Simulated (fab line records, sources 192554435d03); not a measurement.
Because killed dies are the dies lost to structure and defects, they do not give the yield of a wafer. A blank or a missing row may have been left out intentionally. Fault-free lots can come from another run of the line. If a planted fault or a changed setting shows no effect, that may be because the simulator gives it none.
Chamber matching || flow n5-finfet || 3 sister chambers for N5_BEOL_M14_DEP_53 on pecvd-02
The step deposits SiCN from 3MS/NH3, target thk 50 nm, time 17.8 s. 6 wafers are shown with their chamber, then 12 later ones without.

## WAFERS PAIRED WITH THEIR CHAMBERS
{"wafer": "L085.6", "chamber": 1, "throttle-valve-pct (%)": 19.1, "showerhead-plenum-p-Torr (Torr)": 4.157}
{"wafer": "L090.2", "chamber": 0, "throttle-valve-pct (%)": 17.2, "showerhead-plenum-p-Torr (Torr)": 4.202}
{"wafer": "L090.5", "chamber": 2, "throttle-valve-pct (%)": 17.9, "showerhead-plenum-p-Torr (Torr)": 4.205}
{"wafer": "L094.1", "chamber": 1, "throttle-valve-pct (%)": 19.1, "showerhead-plenum-p-Torr (Torr)": 4.165}
{"wafer": "L094.2", "chamber": 2, "throttle-valve-pct (%)": 18.0, "showerhead-plenum-p-Torr (Torr)": 4.206}
{"wafer": "L094.3", "chamber": 0, "throttle-valve-pct (%)": 17.2, "showerhead-plenum-p-Torr (Torr)": 4.189}

## WAFERS WITH NO CHAMBER GIVEN
{"wafer": "L094.4", "throttle-valve-pct (%)": 17.4, "showerhead-plenum-p-Torr (Torr)": 4.192}
{"wafer": "L094.5", "throttle-valve-pct (%)": 17.7, "showerhead-plenum-p-Torr (Torr)": 4.196}
{"wafer": "L094.6", "throttle-valve-pct (%)": 18.8, "showerhead-plenum-p-Torr (Torr)": 4.150}
{"wafer": "L093.2", "throttle-valve-pct (%)": 17.3, "showerhead-plenum-p-Torr (Torr)": 4.205}
{"wafer": "L093.3", "throttle-valve-pct (%)": 17.4, "showerhead-plenum-p-Torr (Torr)": 4.191}
{"wafer": "L093.6", "throttle-valve-pct (%)": 17.9, "showerhead-plenum-p-Torr (Torr)": 4.197}
{"wafer": "L095.1", "throttle-valve-pct (%)": 17.5, "showerhead-plenum-p-Torr (Torr)": 4.196}
{"wafer": "L095.2", "throttle-valve-pct (%)": 17.7, "showerhead-plenum-p-Torr (Torr)": 4.192}
{"wafer": "L095.3", "throttle-valve-pct (%)": 17.3, "showerhead-plenum-p-Torr (Torr)": 4.174}
{"wafer": "L095.4", "throttle-valve-pct (%)": 18.0, "showerhead-plenum-p-Torr (Torr)": 4.192}
{"wafer": "L095.5", "throttle-valve-pct (%)": 17.8, "showerhead-plenum-p-Torr (Torr)": 4.203}
{"wafer": "L095.6", "throttle-valve-pct (%)": 17.3, "showerhead-plenum-p-Torr (Torr)": 4.204}

## THE CHAMBER EACH PASSED THROUGH
{"wafer": "L094.4", "from the rows above": 0, "in truth": 0}
{"wafer": "L094.5", "from the rows above": 2, "in truth": 2}
{"wafer": "L094.6", "from the rows above": 1, "in truth": 1}
{"wafer": "L093.2", "from the rows above": 0, "in truth": 0}
{"wafer": "L093.3", "from the rows above": 0, "in truth": 0}
{"wafer": "L093.6", "from the rows above": 2, "in truth": 2}
{"wafer": "L095.1", "from the rows above": 0, "in truth": 0}
{"wafer": "L095.2", "from the rows above": 2, "in truth": 2}
{"wafer": "L095.3", "from the rows above": 0, "in truth": 0}
{"wafer": "L095.4", "from the rows above": 2, "in truth": 2}
{"wafer": "L095.5", "from the rows above": 2, "in truth": 2}
{"wafer": "L095.6", "from the rows above": 0, "in truth": 0}
Correctly placed: 12 of 12. Number that these rows cannot place: 0. Wrongly placed: 0.
How it was worked out, from the rows above alone: a wafer's distance from a chamber is the root of the sum, over the readings, of the square of ((its reading less the chamber's mean) divided by the reading's scatter). The wafer belongs to the nearest chamber; if the next one is less than 2 further off, it can't be placed. For every chamber, the mean is computed from those of its wafers that are shown. The scatter is the square root of a quotient: the sum, over the shown wafers, of each reading's squared deviation from its chamber's mean, divided by wafers minus chambers.
